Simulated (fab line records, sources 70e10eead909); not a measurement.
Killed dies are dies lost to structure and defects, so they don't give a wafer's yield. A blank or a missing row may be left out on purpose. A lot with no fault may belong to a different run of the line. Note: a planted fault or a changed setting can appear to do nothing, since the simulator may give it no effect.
Which tool did it? -- flow nand harc -- Sampling: 14 lots, 42 wafers, 4 of 1302 route steps

== WHAT THE GAUGES SHOWED, per wafer ==
Not one reading of a measure or inspect step in the record can be checked against a usual standard deviation.

== WHAT TOOL EACH LOT RAN ON (gives the tool, then ch and the chambers of the sampled wafers, and finally the start) ==
lot,NHARC_A_STAIRCASE_DESCUM_270,NHARC_A_STAIRCASE_ETCH_273,NHARC_A_STAIRCASE_HM_OPEN_460,NHARC_A_STAIRCASE_DEP_301
L691,"rie diel-01 ch 0,3, day 16 14:26","rie diel-01 ch 0,3, day 17 09:55 or earlier","rie diel-05 ch 1,2, day 17 09:55 or earlier","pecvd-04 ch 1,2, day 17 09:55"
L692,"rie diel-01 ch 1,2,3, day 16 18:05","rie diel-01 ch 1,2,3, day 17 12:27 or earlier","rie diel-09 ch 0,3, day 17 12:27 or earlier","pecvd-04 ch 0,1,2, day 17 12:27"
L693,"rie diel-09 ch 0,1, day 17 05:28","rie diel-09 ch 0,1,3, day 17 19:47 or earlier","rie diel-05 ch 0,1,2, day 17 19:47 or earlier","pecvd-01 ch 1,2, day 17 19:47"
L695,"rie diel-05 ch 1,2,3, day 18 10:43","rie diel-05 ch 1,3, day 18 21:17 or earlier","rie diel-09 ch 1,2,3, day 18 21:17 or earlier","pecvd-01 ch 1,2, day 18 21:17"
L697,"rie diel-09 ch 0,1, day 18 13:07","rie diel-09 ch 1,2, day 19 01:01 or earlier","rie diel-01 ch 0,2,3, day 19 01:01 or earlier","pecvd-04 ch 0,1, day 19 01:01"
L698,"rie diel-05 ch 0,3, day 19 07:38","rie diel-05 ch 0,1,3, day 19 17:41 or earlier","rie diel-01 ch 2,3, day 19 17:41 or earlier","pecvd-01 ch 0,1, day 19 17:41"
L700,"rie diel-09 ch 0,1, day 19 16:50","rie diel-09 ch 1,2, day 20 05:13 or earlier","rie diel-01 ch 0,2, day 20 05:13 or earlier","pecvd-03 ch 1,2, day 20 05:13"
L699,"rie diel-09 ch 0,1, day 20 01:16","rie diel-09 ch 0,2, day 20 12:49 or earlier","rie diel-01 ch 1,3, day 20 12:49 or earlier","pecvd-04 ch 0,2, day 20 12:49"
L704,"rie diel-09 ch 0,1,2, day 22 09:49","rie diel-09 ch 1,2,3, day 22 20:02 or earlier","rie diel-09 ch 0,1,3, day 22 20:02 or earlier","pecvd-04 ch 0,1, day 22 20:02"
L706,"rie diel-01 ch 0,1,2, day 22 11:48","rie diel-01 ch 0,3, day 22 21:49 or earlier","rie diel-09 ch 0,2,3, day 22 21:49 or earlier","pecvd-04 ch 0,2, day 22 21:49"
L710,"rie diel-09 ch 0,1,2, day 24 08:04","rie diel-09 ch 1,2, day 24 22:26 or earlier","rie diel-09 ch 0,2, day 24 22:26","pecvd-01 ch 0,2, day 25 02:57"
L711,"rie diel-05 ch 0,2, day 25 02:03","rie diel-05 ch 0,1,3, day 25 17:23 or earlier","rie diel-09 ch 0,2,3, day 25 17:23 or earlier","pecvd-01 ch 0,1,2, day 25 17:23"
L713,"rie diel-01 ch 0,2,3, day 25 07:38","rie diel-01 ch 0,1, day 25 21:44 or earlier","rie diel-09 ch 1,2,3, day 25 21:44 or earlier","pecvd-03 ch 0,2, day 25 21:44"
L712,"rie diel-01 ch 0,1,3, day 25 16:22","rie diel-01 ch 1,2, day 26 03:20 or earlier","rie diel-09 ch 0,2,3, day 26 03:20 or earlier","pecvd-04 ch 0,1,2, day 26 03:20"
- NHARC_A_STAIRCASE_DESCUM_270: chemistry O2, time 3 s.
- NHARC_A_STAIRCASE_ETCH_273: etches the open film in C4F8/O2/Ar, target depth 10200 nm, time 2468.6 s.
- NHARC_A_STAIRCASE_HM_OPEN_460: chemistry O2/COS.
- NHARC_A_STAIRCASE_DEP_301: deposits SiON, target thk 30 nm.

== WHAT THE TOOLS THEMSELVES READ (means of the sampled wafers that have a number; where no wafer has one, the mark that the record gives instead) ==
NHARC_A_STAIRCASE_DESCUM_270. Usual: drypump motor current A 5.8 A, standard deviation 0.46; oes product au 0.999 a.u., standard deviation 0.0083; rf vpp V 57.6 V, standard deviation 0.92; showerhead plenum p Torr 1.91 Torr, standard deviation 0.093; throttle valve pct 11.311 %, standard deviation 0.0085.
lot,tool,drypump motor current A (A),oes product au (a.u.),rf vpp V (V),showerhead plenum p Torr (Torr),throttle valve pct (%),flag
L691,rie diel-01,5.6,1.003,55.7,1.78,11.312,
L692,rie diel-01,6.2,0.994,57.2,1.85,11.310,
L693,rie diel-09,5.7,1.005,57.4,1.93,11.310,
L695,rie diel-05,5.5,1.003,57.3,1.97,11.304,
L697,rie diel-09,5.9,0.994,57.9,1.93,11.312,
L698,rie diel-05,6.0,1.007,57.9,1.86,11.313,
L700,rie diel-09,5.7,1.011,58.5,1.92,11.300,
L699,rie diel-09,5.9,0.999,57.8,1.93,11.313,
L704,rie diel-09,5.8,0.998,56.7,1.88,11.305,
L706,rie diel-01,5.8,0.992,57.6,2.04,11.306,
L710,rie diel-09,5.8,0.998,57.7,1.88,11.305,
L711,rie diel-05,5.5,0.995,57.9,1.82,11.308,
L713,rie diel-01,5.7,0.996,59.1,2.06,11.307,
L712,rie diel-01,5.7,0.996,58.4,2.04,11.318,

NHARC_A_STAIRCASE_ETCH_273. Usual: oes product au 0.933 a.u., standard deviation 0.0099; rf vpp V 1827 V, standard deviation 12.
lot,tool,oes product au (a.u.),rf vpp V (V),flag
L691,rie diel-01,0.931,1808,
L692,rie diel-01,0.943,1818,
L693,rie diel-09,0.932,1829,
L695,rie diel-05,0.921,1837,
L697,rie diel-09,0.955,1818,
L698,rie diel-05,0.931,1828,
L700,rie diel-09,0.938,1823,
L699,rie diel-09,0.927,1824,
L704,rie diel-09,0.925,1821,
L706,rie diel-01,0.927,1833,
L710,rie diel-09,0.933,1821,
L711,rie diel-05,0.938,1827,
L713,rie diel-01,0.946,1842,
L712,rie diel-01,0.940,1838,

NHARC_A_STAIRCASE_HM_OPEN_460. Usual: drypump motor current A 5.8 A, standard deviation 0.47; oes product au 0.998 a.u., standard deviation 0.0079; rf vpp V 467 V, standard deviation 3; showerhead plenum p Torr 3.14 Torr, standard deviation 0.14; throttle valve pct 28.329 %, standard deviation 0.0092.
lot,tool,drypump motor current A (A),oes product au (a.u.),rf vpp V (V),showerhead plenum p Torr (Torr),throttle valve pct (%),flag
L691,rie diel-05,5.1,0.993,469,3.19,28.321,
L692,rie diel-09,5.9,1.000,469,3.15,28.330,
L693,rie diel-05,5.3,1.010,467,3.09,28.329,
L695,rie diel-09,5.6,1.000,467,3.07,28.338,
L697,rie diel-01,5.8,1.003,468,3.22,28.326,
L698,rie diel-01,6.1,0.992,466,3.06,28.323,
L700,rie diel-01,5.4,1.006,471,3.36,28.330,
L699,rie diel-01,6.1,0.986,465,3.02,28.339,
L704,rie diel-09,5.7,0.998,468,3.12,28.328,
L706,rie diel-09,5.8,1.000,465,3.06,28.340,
L710,rie diel-09,5.9,0.998,464,3.00,28.328,
L711,rie diel-09,5.8,0.994,465,3.05,28.327,
L713,rie diel-09,5.6,1.003,466,3.05,28.325,
L712,rie diel-09,5.8,1.006,466,3.05,28.326,

NHARC_A_STAIRCASE_DEP_301. Usual: heater power w 777 W, standard deviation 100; rf fwd power W 348.4 W, standard deviation 1; showerhead vpp V 1130 V, standard deviation 46.
lot,tool,heater power w (W),rf fwd power W (W),showerhead vpp V (V),flag
L691,pecvd-04,734,347.3,1132,
L692,pecvd-04,757,348.4,1153,
L693,pecvd-01,885,347.5,1150,
L695,pecvd-01,859,348.6,1132,
L697,pecvd-04,708,348.2,1199,
L698,pecvd-01,892,349.4,1079,
L700,pecvd-03,601,348.7,1128,
L699,pecvd-04,718,348.0,1159,
L704,pecvd-04,755,487.2,1359,OFF
L706,pecvd-04,641,488.0,1378,OFF
L710,pecvd-01,846,348.9,1136,
L711,pecvd-01,870,348.8,1124,
L713,pecvd-03,632,348.6,1132,
L712,pecvd-04,788,348.3,1177,

== THE ANSWER, worked out from the rows above alone ==
Rule: lot off if the mean of its wafers having a number is beyond 3 standard deviations from the usual mean. A lot without any number at a reading at which 4 lots or more have one is off too. Any other lot the step has rows for is counted as sound. After the gauges, taken in route order, come the tools' own readings; for these a lot's mean is taken, as printed above. The first step at which some lot is off is used, and at that step the reading that is off furthest; a lot without a number counts as furthest.
Off, at NHARC_A_STAIRCASE_DEP_301 on rf fwd power W: L704, L706.
If a tool, at that step or one of the process steps before it, ran each lot that is off and ran no sound lot following the first of them, it fits. NHARC_A_STAIRCASE_ETCH_273 gives no start for some lots, so the hours and the order of its lots are those of NHARC_A_STAIRCASE_DEP_301. NHARC_A_STAIRCASE_HM_OPEN_460 gives no start for some lots, so the hours and the order of its lots are those of NHARC_A_STAIRCASE_DEP_301. None of those tried fits.

== WHAT THE SIMULATOR HAD INSERTED ==
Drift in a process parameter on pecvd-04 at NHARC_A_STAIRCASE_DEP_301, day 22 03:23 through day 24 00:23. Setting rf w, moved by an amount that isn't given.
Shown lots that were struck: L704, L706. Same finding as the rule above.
